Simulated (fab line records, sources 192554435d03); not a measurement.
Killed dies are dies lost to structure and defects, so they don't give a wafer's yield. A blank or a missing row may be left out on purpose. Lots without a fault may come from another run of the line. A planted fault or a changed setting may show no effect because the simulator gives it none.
A struck lot beside a sound one | flow n5_finfet | 39 steps out of a route of 1938
Sound: wafers L412.3, L412.5, L412.6. Struck: wafers L417.1, L417.2, L417.6. The cause comes at the end.
At each step with rows: each side's tool, then ch and its chambers, then its first start. Under that, the readings that differ: sound wafers | struck wafers | difference of the means | sigmas: that difference in standard deviations of wafers without a fault.
alike: readings whose means differ by less than 2 such deviations, and words and numbers that are the same on both sides. not compared: withheld readings, readings that some wafer has no value for, bounds like >300 that may hide the same value, and numbers for which the record gives no deviation and whose values overlap.
The two part at a step that has a row with sigmas, a row that says differs or no value, or rows on one side only. Numbers that don't overlap but have no deviation are shown without sigmas and don't part them. A reading that every wafer of one side lacks parts them only if that side has two wafers or more.

first, 12 steps without rows for these wafers: N5_BEOL_M5_CVD_47 (deposits Co from CCTBA/H2, target thk 3 nm, time 216 s); N5_BEOL_M5_SPUTTER_48 (material Cu, target thk 15 nm, time 27.62 s); N5_BEOL_M5_ANNEAL_49 (time 1800 s); N5_BEOL_M5_SPUTTER_81 (material Cu, target thk 15 nm, time 27.62 s); N5_BEOL_M5_ANNEAL_82 (time 1800 s); N5_BEOL_M5_SPUTTER_83 (material Cu, target thk 15 nm, time 27.62 s); N5_BEOL_M5_ANNEAL_84 (time 1800 s); N5_BEOL_M5_SPUTTER_88 (material Cu, target thk 15 nm, time 27.62 s); N5_BEOL_M5_ANNEAL_89 (time 1800 s); N5_BEOL_M5_SPUTTER_90 (material Cu, target thk 4.5 nm, time 8.29 s); N5_BEOL_M5_ECD_50 (material Cu, target thk 300 nm); N5_BEOL_M5_ANNEAL_51 (time 90 s).
N5_BEOL_M5_CMP_52: polishes, stops on SiCOH lowk, t overpolish 6.9 s, target thk 62 nm.
  sound on cmp-03 ch 0,1,3, day 8 17:22; struck on cmp-03 ch 0,2,3, day 10 01:10
  alike: barrier_field_endpoint_s, clearing_platen_down_force_psi, motor_current_A, overpolish_run_s, time_to_endpoint_s
  not compared: pad_life_wafers
then, 4 steps without rows for these wafers: N5_BEOL_M5_PRE_CLEAN_77 (time 15 s); N5_BEOL_M5_CO_CAP_78 (material Co, precursor CCTBA/H2, target thk 2 nm, time 102.1 s); N5_BEOL_M5_PRE_CLEAN_55 (time 15 s); N5_BEOL_M5_DEP_56 (deposits SiCN from 3MS/NH3, target thk 8 nm, time 14 s).
N5_BEOL_M5_INSPECT_58: inspects for defects (darkfield).
  sound on defect_inspect-02, day 8 17:50; struck on defect_inspect-02, day 10 01:46
  reading          | sound    | struck      | difference | sigmas
  raw_defect_count | 69 74 66 | 385 393 368 | +312       | +13
then, 12 steps without rows for these wafers: N5_BEOL_M6_ILD_DEP_00 (deposits SiCOH lowk from DEMS/porogen, target thk 179.75 nm, time 33.4 s); N5_BEOL_M6_CURE_74 (cures SiCOH lowk, time 240 s); N5_BEOL_M6_PECVD_70 (deposits SiO2 from TEOS/O2, target thk 20 nm, time 22.7 s); N5_BEOL_M6_HM_DEP_02 (deposits TiN, target thk 20 nm); N5_BEOL_M6_COAT_59 (time 60 s, resist thk 100 nm); N5_BEOL_M6_COAT_60 (time 60 s, resist thk 35 nm); N5_BEOL_M6_COAT_05 (resist thk 90 nm); N5_BEOL_M6_EBR_07; N5_BEOL_M6_SOFTBAKE_06 (time 60 s); N5_BEOL_M6_EXPOSE_08 (exposes mask M6); N5_BEOL_M6_PEB_09 (peb time 60 s); N5_BEOL_M6_DEVELOP_10 (develop time 30 s).
N5_BEOL_M6_INSPECT_13: inspects for defects (brightfield).
  sound on defect_inspect-02, day 8 20:42; struck on defect_inspect-01, day 10 04:56
  reading          | sound       | struck      | difference | sigmas
  raw_defect_count | 485 454 431 | 882 883 726 | +374       | +4
then, 6 steps without rows for these wafers: N5_BEOL_M6_DESCUM_16 (chemistry O2, time 7.9 s); N5_BEOL_M6_ETCH_61 (etches SiARC in CF4, target depth 45.5 nm, time 75.8 s); N5_BEOL_M6_ETCH_62 (etches SOC in N2/H2, target depth 110 nm, overetch 22 nm, time 165 s); N5_BEOL_M6_STRIP_68 (strips in N2/H2); N5_BEOL_M6_STRIP_67 (strips in CF4); N5_BEOL_M6_HM_OPEN_17 (chemistry Cl2/BCl3, target TiN, target depth 20 nm, overetch 6 nm).
N5_BEOL_M6_INSPECT_30: inspects for defects (brightfield).
  sound on defect_inspect-01, day 8 22:38; struck on defect_inspect-02, day 10 06:31
  reading          | sound       | struck      | difference | sigmas
  raw_defect_count | 490 500 530 | 818 832 709 | +280       | +3
-- the record jumps here: 4 days lie between the struck wafers' starts before and after (it left off in module BEOL_M6 and takes up again in module PASSIVATION, whose first step shown is number 1936 of the route) --
N5_PASSIVATION_PROBE_49:
  the record has rows for the struck wafers here (prober-01, day 14 01:23) and none for the sound ones

WHERE THEY PART
First at N5_BEOL_M5_INSPECT_58; last, within this record, at N5_PASSIVATION_PROBE_49.

WHY: what the simulator had put in
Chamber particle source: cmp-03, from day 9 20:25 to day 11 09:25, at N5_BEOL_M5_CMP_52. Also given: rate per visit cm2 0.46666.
